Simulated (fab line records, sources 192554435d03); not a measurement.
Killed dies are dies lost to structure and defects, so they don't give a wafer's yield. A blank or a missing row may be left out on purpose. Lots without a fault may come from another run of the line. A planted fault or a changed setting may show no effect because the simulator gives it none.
A struck lot beside a sound one | flow n5_finfet | 16 steps out of a route of 1938
Sound: wafers L980.1, L980.3, L980.6. Struck: wafers L987.4, L987.5. (L987.3 of the same lot was not struck and is left out.) The cause comes at the end.
At each step with rows: each side's tool, then ch and its chambers, then its first start. Under that, the readings that differ: sound wafers | struck wafers | difference of the means | sigmas: that difference in standard deviations of wafers without a fault.
alike: readings whose means differ by less than 2 such deviations, and words and numbers that are the same on both sides. not compared: withheld readings, readings that some wafer has no value for, bounds like >300 that may hide the same value, and numbers for which the record gives no deviation and whose values overlap.
The two part at a step that has a row with sigmas, a row that says differs or no value, or rows on one side only. Numbers that don't overlap but have no deviation are shown without sigmas and don't part them. A reading that every wafer of one side lacks parts them only if that side has two wafers or more.

N5_HKMG_FIN_STRIP_93: strips SOC in N2/H2, time 20 s.
  sound on rie_diel-04 ch 1,3, day 5 13:19; struck on rie_diel-03 ch 0,3, day 7 04:05
  reading                | sound          | struck    | difference | sigmas
  throttle_valve_pct (%) | 19.5 19.5 19.5 | 18.5 18.7 | -0.9       | -2
  alike: drypump_motor_current_A, oes_product_au, power_w, rf_vpp_V, showerhead_plenum_p_Torr
  not compared: rf_hours_counter_h
then, 1 step without rows for these wafers: N5_HKMG_FIN_WET_ETCH_76 (etches Al2O3 in dNH4OH, stops on La2O3, target depth 2.25 nm, rinse time 30 s).
N5_HKMG_FIN_STRIP_60: strips in N2/H2, time 360 s.
  sound on plasma_asher-02 ch 0,1, day 5 13:28; struck on plasma_asher-01 ch 0, day 7 04:21
  alike: drypump_motor_current_A, heater_power_w
  not compared: rf_hours_counter_h
then, 2 steps without rows for these wafers: N5_HKMG_FIN_WET_ETCH_77 (etches La2O3 in dHCl, stops on HfO2, target depth 2 nm); N5_HKMG_FIN_WET_ETCH_78 (etches Al2O3 in dNH4OH, stops on La2O3, target depth 4.5 nm, rinse time 30 s).
N5_HKMG_FIN_ALD_79: deposits TiN, target thk 1.5 nm, pulse time 1 s, purge time 3 s.
  sound on ald_metal-01 ch 0,1,2, day 5 13:59; struck on ald_metal-01 ch 0, day 7 04:43
  alike: heater_power_w, precursor_pulse_height_rel, susceptor_temp_C
  not compared: ald_cycles
N5_HKMG_FIN_CVD_62: deposits a-Si from Si2H6, target thk 3 nm, time 20.8 s.
  sound on thermal_cvd_si-02 ch 2, day 5 14:21; struck on thermal_cvd_si-01 ch 0,1, day 7 05:05
  alike: heater_power_w, susceptor_temp_C
then, 5 steps without rows for these wafers: N5_HKMG_FIN_RTA_80 (time 2 s); N5_HKMG_FIN_PRECLEAN_64 (cleans in dHF, time 30 s); N5_HKMG_FIN_WET_ETCH_65 (etches a-Si in TMAH, stops on TiN, time 49 s, target depth 3 nm); N5_HKMG_FIN_WET_ETCH_81 (etches TiN in SC1, stops on HfO2, time 57 s, target depth 6 nm); N5_HKMG_FIN_WET_ETCH_82 (etches La2O3 in dHCl, stops on HfO2, target depth 2 nm, rinse time 30 s).
N5_HKMG_FIN_ALD_36: deposits TiN, target thk 1 nm, pulse time 1 s, purge time 3 s.
  sound on ald_metal-01 ch 1,2,3, day 5 14:56; struck on ald_metal-02 ch 1,3, day 7 05:29
  reading    | sound    | struck | difference | sigmas
  ald_cycles | 47 47 47 | 49 49  | +2         |
  alike: heater_power_w, precursor_pulse_height_rel, susceptor_temp_C
N5_HKMG_FIN_THK_MEAS_70: measures by xrf.
  sound on film_metro-02, day 5 15:13; struck on film_metro-01, day 7 05:46
  alike: HK_THK
-- the record jumps here: 8 days lie between the struck wafers' starts before and after (it left off in module HKMG_FIN and takes up again in module BEOL_M4, whose first step shown is number 1111 of the route) --
N5_BEOL_M4_RC_MEAS_101:
  sound on prober-02 ch 0, day 12 13:32; struck on prober-02 ch 0, day 15 09:07
  alike: DIBL_N, DIBL_P, IOFF_N, IOFF_P, ION_N, ION_P, SS_N, SS_P, VT_N, VT_P
-- the record jumps here: 5 days lie between the struck wafers' starts before and after (it left off in module BEOL_M4 and takes up again in module PASSIVATION, whose first step shown is number 1936 of the route) --
N5_PASSIVATION_PROBE_49:
  sound on prober-02, day 17 11:17; struck on prober-01, day 20 12:05
  reading            | sound    | struck | difference | sigmas
  killed_at_M0_to_M3 | 23 26 34 | 45 58  | +24        | +2
  alike: defect_limited_yield, killed_at_M4_up, killed_at_contacts, killed_at_front_end, killed_at_other, killed_dies, killed_open, killed_short, sort_bin_5_function, sort_bin_6_memory, sort_n_pass, sort_yield_pct

WHERE THEY PART
First at N5_HKMG_FIN_STRIP_93; last, within this record, at N5_PASSIVATION_PROBE_49.

WHY: what the simulator had put in
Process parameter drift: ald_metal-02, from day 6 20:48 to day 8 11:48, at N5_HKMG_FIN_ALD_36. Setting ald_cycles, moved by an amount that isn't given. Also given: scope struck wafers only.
